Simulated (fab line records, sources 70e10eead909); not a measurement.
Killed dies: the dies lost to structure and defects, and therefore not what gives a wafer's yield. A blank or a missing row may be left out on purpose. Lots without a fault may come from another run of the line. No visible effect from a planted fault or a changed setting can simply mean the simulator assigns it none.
A lot that was struck, set against a sound lot || flow nandHarc || 18 steps out of a route of 1302
Sound: these wafers, L124.2, L124.5, L124.6. Struck: wafers L134.1, L134.3, L134.6. Last of all comes the cause.
Each step with rows lists, per side, the tool, then ch with its chambers, then its first start. Under that, the readings that differ: sound wafers || struck wafers || difference of the means || sigmas: that difference in standard deviations of wafers without a fault.
alike: same words and numbers on both sides, and readings whose means sit less than 2 such deviations apart. not compared: any withheld reading, any reading some wafer has no value for, any bound like >300 that may hide the same value, and any number with overlapping values for which the record gives no deviation.
Wherever a step has rows on one side only, a row that says differs or no value, or a row with sigmas, the two part there. Numbers that don't overlap but have no deviation are shown without sigmas and don't part them. Lack of a reading on every wafer of one side parts them only where that side has two or more wafers.

NHARC_P_ZERO_WELL_CD_MEAS_24: the cd target is 720 nm.
  sound on cdSem-01 ch 0, day 3 14:29; struck on cdSem-02 ch 0, day 7 18:31
  alike: cdNm
then, 1 step without rows for these wafers: NHARC_P_ZERO_WELL_HARDBAKE_25 (time 80 s).
NHARC_P_ZERO_WELL_DESCUM_26: chemistry O2, time 3 s.
  sound on rieDiel-01 ch 1,2, day 3 14:38; struck on rieDiel-06 ch 1,2,3, day 7 18:41
  alike: drypumpMotorCurrentA, oesProductAu, rfVppV, showerheadPlenumPTorr, throttleValvePct
  not compared: rfHoursCounterH
then, 9 steps without rows for these wafers: NHARC_P_ZERO_WELL_IMPLANT_27; NHARC_P_ZERO_WELL_IMPLANT_57; NHARC_P_ZERO_WELL_IMPLANT_58; NHARC_P_ZERO_WELL_STRIP_28 (strips in SPM, time 840 s); NHARC_P_ZERO_WELL_DEHYDRATE_29 (time 120 s); NHARC_P_ZERO_WELL_HMDS_30 (time 30 s); NHARC_P_ZERO_WELL_COAT_31; NHARC_P_ZERO_WELL_SOFTBAKE_32 (time 95 s); NHARC_P_ZERO_WELL_EBR_33.
NHARC_P_ZERO_WELL_EXPOSE_34: exposes mask P PWELL, target cd 720 nm.
  sound on krfScanner-02 ch 0, day 3 15:50; struck on krfScanner-02 ch 0, day 7 19:53
{"reading": "mask", "sound": "P_PWELL#0 P_PWELL#0 P_PWELL#0", "struck": "P_PWELL_R1#0 P_PWELL_R1#0 P_PWELL_R1#0", "difference": "differs", "sigmas": ""}
then, 2 steps without rows for these wafers: NHARC_P_ZERO_WELL_PEB_35 (peb time 85 s); NHARC_P_ZERO_WELL_DEVELOP_36 (time 70 s).
NHARC_P_ZERO_WELL_CD_MEAS_37: the cd target is 720 nm.
  sound on cdSem-01 ch 0, day 3 16:00; struck on cdSem-02 ch 0, day 7 20:02
{"reading": "cdNm (nm)", "sound": "717.7 718.9 721.3", "struck": "705.5 705.0 705.1", "difference": -14.1, "sigmas": -12}
then, 1 step without rows for these wafers: NHARC_P_ZERO_WELL_HARDBAKE_38 (time 80 s).
-- record jumps: 23 days between struck wafers' starts before vs after; left off in module P_ZERO_WELL, resumes in module END, first step shown is number 1302 of the route --
NHARC_END_SORT_01:
  sound on prober-02 ch 0, day 26 06:01; struck on prober-01 ch 0, day 30 08:38
  alike: killedAtArray, killedAtOther, killedAtPeriphery, killedDies, killedOpen, killedShort

WHERE THEY PART
First at NHARC_P_ZERO_WELL_EXPOSE_34; last, within this record, at NHARC_P_ZERO_WELL_CD_MEAS_37. Later steps at which nothing parts them and some readings are alike: NHARC_END_SORT_01.

WHY: whatever the simulator had introduced
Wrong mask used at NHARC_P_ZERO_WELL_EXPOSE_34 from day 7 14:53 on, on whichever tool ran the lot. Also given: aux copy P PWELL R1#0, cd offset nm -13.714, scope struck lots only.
